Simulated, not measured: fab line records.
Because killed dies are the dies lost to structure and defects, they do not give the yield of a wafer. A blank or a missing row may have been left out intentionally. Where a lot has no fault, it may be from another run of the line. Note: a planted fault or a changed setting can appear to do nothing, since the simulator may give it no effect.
Chamber matching	flow n5-finfet	rie-diel-02 running N5_BEOL_M9_ETCH_65: 4 sister chambers
The step etches SiARC in CF4, target depth 15.6 nm, time 26 s. 4 wafers are shown with their chamber, then 7 later ones without.

== WAFERS PAIRED WITH THEIR CHAMBERS ==
wafer	chamber	drypump-motor-current-A (A)
L088.3	0	5.0
L088.6	3	6.0
L087.1	2	5.5
L087.2	1	6.4

== WAFERS WHOSE CHAMBER IS MISSING ==
wafer	drypump-motor-current-A (A)
L087.5	6.0
L089.2	6.0
L089.3	5.6
L089.5	6.0
L093.1	5.6
L093.2	6.4
L093.6	5.6

== WHICH CHAMBER EACH WENT THROUGH ==
wafer	from the rows above	in truth
L087.5	3	3
L089.2	3	3
L089.3	2	2
L089.5	3	3
L093.1	2	2
L093.2	1	1
L093.6	2	2
Placed correctly: 7 of 7. Can't be placed from these rows: 0. 0 placed wrongly.
How it was worked out, from the rows above alone: a wafer's distance from a chamber is the root of the sum, over the readings, of the square of ((its reading less the chamber's mean) divided by the reading's scatter). If the next closest chamber is less than 2 further off than the closest, the wafer can't be placed; otherwise it belongs to the closest. For every chamber, the mean is computed from those of its wafers that are shown. The scatter: root of mean squared gap, hidden wafer to nearest shown wafer, with one shown wafer a chamber.
